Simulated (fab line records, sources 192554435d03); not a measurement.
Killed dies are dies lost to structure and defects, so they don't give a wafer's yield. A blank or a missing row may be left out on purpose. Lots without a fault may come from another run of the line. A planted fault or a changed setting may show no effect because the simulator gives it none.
Which tool did it? | flow n5_finfet | 12 lots, 36 wafers sampled, at 4 steps of a route of 1938

WHAT THE GAUGES READ, wafer by wafer
The record holds no reading of a measuring or inspecting step that can be judged against a usual standard deviation.

WHICH TOOL RAN EACH LOT (tool, then ch and the chambers of the sampled wafers, then the start)
lot  | N5_BEOL_M9_ALD_74                   | N5_BEOL_M9_SPUTTER_48        | N5_BEOL_M9_ANNEAL_51             | N5_PASSIVATION_PROBE_49
L371 | ald_metal-01 ch 0,1,2, day 11 00:13 | pvd_sputter-03, day 11 00:46 | rtp_anneal-01 ch 0, day 11 01:25 | -
L372 | ald_metal-01 ch 2,3, day 11 04:10   | pvd_sputter-01, day 11 04:56 | rtp_anneal-02 ch 0, day 11 05:15 | -
L373 | ald_metal-03 ch 0,2,3, day 11 12:28 | pvd_sputter-01, day 11 13:01 | rtp_anneal-01 ch 0, day 11 13:19 | -
L375 | ald_metal-01 ch 0,2, day 12 09:13   | pvd_sputter-02, day 12 09:49 | rtp_anneal-01 ch 0, day 12 10:02 | -
L377 | ald_metal-02 ch 0,1,3, day 12 09:23 | pvd_sputter-02, day 12 09:54 | rtp_anneal-01 ch 0, day 12 10:22 | -
L379 | ald_metal-03 ch 1,2,3, day 13 08:09 | pvd_sputter-02, day 13 09:01 | rtp_anneal-01 ch 0, day 13 09:14 | -
L378 | ald_metal-01 ch 1,2,3, day 13 22:14 | pvd_sputter-03, day 13 22:50 | rtp_anneal-02 ch 0, day 13 23:09 | -
L380 | ald_metal-03 ch 0,1,3, day 14 11:37 | pvd_sputter-01, day 14 12:12 | rtp_anneal-01 ch 0, day 14 12:28 | -
L381 | ald_metal-03 ch 0,2,3, day 14 15:30 | pvd_sputter-01, day 14 16:05 | rtp_anneal-02 ch 0, day 14 16:40 | prober-02, day 17 02:43
L382 | ald_metal-01 ch 1,3, day 14 15:44   | pvd_sputter-03, day 14 16:17 | rtp_anneal-01 ch 0, day 14 16:56 | -
L385 | ald_metal-03 ch 1,2,3, day 15 04:30 | pvd_sputter-01, day 15 06:48 | rtp_anneal-02 ch 0, day 15 07:02 | -
L386 | ald_metal-01 ch 2,3, day 16 18:18   | pvd_sputter-01, day 16 18:47 | rtp_anneal-02 ch 0, day 16 19:18 | -
- N5_BEOL_M9_ALD_74: deposits TaN, target thk 2 nm, pulse time 2 s, purge time 3 s.
- N5_BEOL_M9_SPUTTER_48: material Cu, target thk 12 nm, time 2 s.
- N5_BEOL_M9_ANNEAL_51: time 90 s.
- N5_PASSIVATION_PROBE_49

WHAT THE TOOLS THEMSELVES READ (means of the sampled wafers that have a number; where no wafer has one, the mark that the record gives instead)
N5_BEOL_M9_ALD_74. Usual: heater_power_outer_w 227 W, standard deviation 22; heater_power_w 410 W, standard deviation 44.
lot  | tool         | heater_power_outer_w (W) | heater_power_w (W) | flag
L371 | ald_metal-01 | 225                      | 408                |
L372 | ald_metal-01 | 216                      | 396                |
L373 | ald_metal-03 | 258                      | 464                |
L375 | ald_metal-01 | 227                      | 428                |
L377 | ald_metal-02 | 243                      | 411                |
L379 | ald_metal-03 | 235                      | 420                |
L378 | ald_metal-01 | 216                      | 394                |
L380 | ald_metal-03 | 226                      | 404                |
L381 | ald_metal-03 | 255                      | 462                |
L382 | ald_metal-01 | 217                      | 385                |
L385 | ald_metal-03 | 235                      | 416                |
L386 | ald_metal-01 | 206                      | 389                |

N5_BEOL_M9_SPUTTER_48. Usual: cathode_dc_power_W 26000 W, standard deviation 4.9; throttle_valve_pct 29.6 %, standard deviation 0.82.
lot  | tool           | cathode_dc_power_W (W) | throttle_valve_pct (%) | flag
L371 | pvd_sputter-03 | 25997                  | 30.2                   |
L372 | pvd_sputter-01 | 26002                  | 29.9                   |
L373 | pvd_sputter-01 | 25997                  | 29.7                   |
L375 | pvd_sputter-02 | 26002                  | 29.0                   |
L377 | pvd_sputter-02 | 26003                  | 29.0                   |
L379 | pvd_sputter-02 | 26003                  | 28.4                   |
L378 | pvd_sputter-03 | 25999                  | 30.4                   |
L380 | pvd_sputter-01 | 26001                  | 29.6                   |
L381 | pvd_sputter-01 | 26001                  | 29.8                   |
L382 | pvd_sputter-03 | 26000                  | 29.3                   |
L385 | pvd_sputter-01 | 28826                  | 29.7                   | OFF
L386 | pvd_sputter-01 | 28839                  | 29.6                   | OFF

N5_BEOL_M9_ANNEAL_51. Usual: anneal_temp_c 224.99 C, standard deviation 0.17; wafer_temp_C_max 225.79, standard deviation 0.22.
lot  | tool          | anneal_temp_c (C) | wafer_temp_C_max | flag
L371 | rtp_anneal-01 | 224.70            | 225.60           |
L372 | rtp_anneal-02 | 224.78            | 225.78           |
L373 | rtp_anneal-01 | 225.04            | 225.63           |
L375 | rtp_anneal-01 | 224.77            | 225.72           |
L377 | rtp_anneal-01 | 224.95            | 225.80           |
L379 | rtp_anneal-01 | 225.16            | 225.41           |
L378 | rtp_anneal-02 | 224.76            | 225.69           |
L380 | rtp_anneal-01 | 225.14            | 225.96           |
L381 | rtp_anneal-02 | 224.93            | 225.87           |
L382 | rtp_anneal-01 | 225.01            | 225.56           |
L385 | rtp_anneal-02 | 224.91            | 225.72           |
L386 | rtp_anneal-02 | 225.16            | 225.94           |

N5_PASSIVATION_PROBE_49. Usual: defect_limited_yield 91.2 %, standard deviation 1.5; killed_at_M0_to_M3 35, standard deviation 12; killed_at_M4_up 14, standard deviation 5.1; killed_at_contacts 13, standard deviation 6; killed_at_front_end 38, standard deviation 12; killed_at_other 4, standard deviation 3.5; killed_dies 104, standard deviation 18; killed_open 68, standard deviation 13; killed_short 33, standard deviation 8.1; sort_bin_5_function 5.2 %, standard deviation 1; sort_bin_6_memory 3.2 %, standard deviation 0.69; sort_bin_8_speed 0.01 %, standard deviation 0.051; sort_n_pass 1076, standard deviation 18; sort_yield_pct 91.2 %, standard deviation 1.5.
lot  | tool      | defect_limited_yield (%) | killed_at_M0_to_M3 | killed_at_M4_up | killed_at_contacts | killed_at_front_end | killed_at_other | killed_dies | killed_open | killed_short | sort_bin_5_function (%) | sort_bin_6_memory (%) | sort_bin_8_speed (%) | sort_n_pass | sort_yield_pct (%) | flag
L381 | prober-02 | 89.9                     | 56                 | 16              | 7                  | 36                  | 5               | 119         | 78          | 39           | 5.8                     | 3.8                   | 0.00                 | 1061        | 89.9               |

THE ANSWER, worked out from the rows above alone
Rule: a lot is off if the mean of its wafers that have a number lies more than 3 standard deviations from the usual mean. A lot without any number at a reading at which 4 lots or more have one is off too. The other lots that the step has rows for count as sound. The gauges are gone through in route order, then the tools' own readings, and for those a lot's mean is taken as printed above. The first step at which some lot is off is used, and at that step the reading that is off furthest; a lot without a number counts as furthest.
Off: L385, L386, at N5_BEOL_M9_SPUTTER_48 (cathode_dc_power_W).
A tool fits if, at that step or a process step before it, it ran every lot that is off, and no sound lot after the first of them. One fits: pvd_sputter-01 at N5_BEOL_M9_SPUTTER_48. Its last sound lot is L381 (day 14 16:05), its first lot that is off L385 (day 15 06:48): a fault that began between those two fits.
The tool's own readings at N5_BEOL_M9_SPUTTER_48 bear it out: on the lots that are off they differ by more than 5 times the standard deviation of the sound lots' means. cathode_dc_power_W reads 28832 W there against 26000 W on the sound lots.

WHAT THE SIMULATOR HAD PUT IN
Process parameter drift: pvd_sputter-01, from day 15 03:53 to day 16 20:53, at N5_BEOL_M9_SPUTTER_48. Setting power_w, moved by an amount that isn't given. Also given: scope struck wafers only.
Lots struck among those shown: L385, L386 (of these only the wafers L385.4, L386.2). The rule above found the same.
